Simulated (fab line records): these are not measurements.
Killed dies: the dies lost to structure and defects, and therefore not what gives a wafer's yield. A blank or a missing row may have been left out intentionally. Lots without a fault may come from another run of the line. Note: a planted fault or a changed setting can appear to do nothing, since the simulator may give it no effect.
Matching of chambers ; flow n5 finfet ; N5_BEOL_M2_ETCH_69 on rie diel-01: 4 sister chambers
The step etches SiARC in CF4, target depth 15.6 nm, time 26 s. 16 wafers are shown with their chamber, then 8 later ones without.

== WAFERS, EACH WITH ITS CHAMBER ==
wafer;chamber;drypump motor current A (A);throttle valve pct (%);showerhead plenum p Torr (Torr)
L074.2;0;5.1;15.30;2.10
L074.4;3;5.2;15.52;2.09
L074.5;0;5.1;15.32;2.10
L075.1;1;5.6;15.16;2.18
L075.3;2;5.8;16.02;2.11
L075.6;3;5.2;15.54;2.09
L078.2;1;5.6;15.19;2.18
L078.3;3;5.2;15.53;2.08
L078.5;1;5.6;15.18;2.18
L080.2;3;5.2;15.54;2.08
L080.3;0;5.0;15.34;2.09
L080.6;1;5.6;15.18;2.17
L084.1;3;5.2;15.55;2.08
L084.5;3;5.2;15.56;2.08
L084.6;2;5.8;16.06;2.11
L090.3;1;5.6;15.21;2.17

SIGNATURES (averages over the wafers above)
reading;chamber 0;chamber 1;chamber 2;chamber 3;scatter within a chamber
drypump motor current A;5.067;5.600;5.800;5.200;0.0236
throttle valve pct;15.3200;15.1840;16.0400;15.5400;0.0181
showerhead plenum p Torr;2.0967;2.1760;2.1100;2.0833;0.00516
Rule: for each reading, subtract the chamber's mean from the wafer's reading, divide by that reading's scatter and square the result; add these up over the readings and take the root, which gives the wafer's distance from the chamber. If the next closest chamber is less than 2 further off than the closest, the wafer can't be placed; otherwise it belongs to the closest. The scatter: take each reading less its chamber's mean, square it, sum over the shown wafers, divide by the number of wafers less the number of chambers, and take the root.

== WAFERS WHOSE CHAMBER IS MISSING ==
wafer;drypump motor current A (A);throttle valve pct (%);showerhead plenum p Torr (Torr)
L090.4;5.8;16.08;2.10
L090.6;5.8;16.08;2.10
L091.1;5.1;15.38;2.09
L091.3;5.6;15.24;2.17
L091.5;5.1;15.37;2.09
L093.1;5.2;15.60;2.07
L093.3;5.0;15.41;2.09
L093.4;5.2;15.60;2.07

== WHICH CHAMBER EACH ONE RAN IN ==
wafer;from the rows above;in truth
L090.4;2;2
L090.6;2;2
L091.1;0;0
L091.3;1;1
L091.5;0;0
L093.1;3;3
L093.3;0;0
L093.4;3;3
Correct placement for 8 of the 8. Left unplaced by these rows: 0. Number placed wrongly: 0.
